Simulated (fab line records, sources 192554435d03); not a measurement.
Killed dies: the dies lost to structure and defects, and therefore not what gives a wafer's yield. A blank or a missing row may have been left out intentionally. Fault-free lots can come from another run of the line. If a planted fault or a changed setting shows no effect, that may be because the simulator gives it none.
Split-lot study | flow n5-finfet | 7 lots, 21 wafers read, on a route of 1938 steps

## THE SPLIT
At N5_BEOL_M13_ETCH_68 (etches SOC in N2/H2, time 355 s), the setting time-s was moved away from the recipe's 355 s on 9 of the 21 wafers read, by -12.8% to +22.0%. This setting was run at the recipe's value on the other wafers.

Reading taken at the split's own step.

## THE READING
SiARC_of_BEOL_M13_COAT_66.thk-nm (the simulator's own value, which no gauge read), in nm, at N5_BEOL_M13_ETCH_68 (etches SOC in N2/H2, time 355 s). The file gives no usual value for it. The 12 wafers here that ran the recipe average 76.9 nm, standard deviation 0.88 nm.

wafer  | tool, chamber at the split | time-s as run, s | against the recipe | SiARC_of_BEOL_M13_COAT_66.thk-nm, nm | against lot-mates on the recipe
L075.3 | rie-diel-03, 0             | 334.9            | -5.7%              | 78.6                                 | no lot-mate on the recipe
L075.4 | rie-diel-03, 1             | 334.9            | -5.7%              | 78.8                                 | no lot-mate on the recipe
L075.5 | rie-diel-03, 2             | 334.9            | -5.7%              | 79.2                                 | no lot-mate on the recipe
L078.1 | rie-diel-06, 1             | 433.1            | +22.0%             | 68.2                                 | -7.2
L078.2 | rie-diel-06, 3             | 355              | recipe             | 75.4                                 | -
L078.6 | rie-diel-06, 1             | 433.1            | +22.0%             | 68.6                                 | -6.8
L079.4 | rie-diel-06, 1             | 355              | recipe             | 76.2                                 | -
L079.5 | rie-diel-06, 1,2           | 355              | recipe             | 76                                   | -
L079.6 | rie-diel-06, 1,2           | 355              | recipe             | 76                                   | -
L090.3 | rie-diel-03, 2             | 378.4            | +6.6%              | 76                                   | -1.9
L090.5 | rie-diel-03, 0             | 355              | recipe             | 77.4                                 | -
L090.6 | rie-diel-03, 1             | 355              | recipe             | 78.4                                 | -
L092.1 | rie-diel-05, 0             | 333.1            | -6.2%              | 78.4                                 | +1.8
L092.3 | rie-diel-05, 2,0           | 355              | recipe             | 76.6                                 | -
L092.5 | rie-diel-05, 2,0           | 355              | recipe             | 76.6                                 | -
L091.2 | rie-diel-05, 3             | 355              | recipe             | 77.6                                 | -
L091.4 | rie-diel-05, 3             | 309.6            | -12.8%             | 81.4                                 | +4.2
L091.6 | rie-diel-05, 1             | 355              | recipe             | 76.8                                 | -
L094.2 | rie-diel-06, 3             | 312.7            | -11.9%             | 81.4                                 | +3.6
L094.3 | rie-diel-06, 2             | 355              | recipe             | 77.6                                 | -
L094.5 | rie-diel-06, 2             | 355              | recipe             | 78                                   | -
When a row names more than one chamber, that row covers several wafers, and the file does not tell which wafer ran in which chamber.

THE FIT
A straight line over all 21 wafers: SiARC_of_BEOL_M13_COAT_66.thk-nm changes by -0.368 nm for each +1% of time-s; r = -0.97; the points scatter about the line by 0.82 nm.
The same after taking each lot's own level away (the mean of its wafers on the recipe; 18 wafers): -0.316 nm for each +1%; r = -1.00; scatter 0.26 nm.
That fit puts the effect of the largest move of time-s on the reading at 7 nm.
From 75.40 to 77.90 nm: that is the span of the lots' own levels, equal to 2.8 times the standard deviation above.
In other words, the slope is changed by the lot-to-lot level; the two fits disagree.
Check: for one of the wafers moved furthest among these (+22.0%), held out of the fit, the line's prediction against its lot-mates is -6.8 nm. It came out at -7.2 nm against them.

## THE OTHER SPLITS THESE WAFERS WENT THROUGH
These wafers also went through other splits before the reading. Each is held against what the fit with the lots' levels taken away leaves over:
other split on the same wafers    | wafers away from the commonest value | r with SiARC_of_BEOL_M13_COAT_66.thk-nm (lot level and that fit taken away)
N5_BEOL_M10_ETCH_66 time-s        | 9                                    | +0.12
N5_BEOL_M10_TRENCH_ETCH_37 bias-w | 6                                    | -0.03
N5_BEOL_M12_DEP_53 time-s         | 6                                    | +0.15

## THE FILE'S OWN FIT
SiARC_of_BEOL_M13_COAT_66.thk-nm changes by -0.315 nm for each +1% of time-s, r = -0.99.
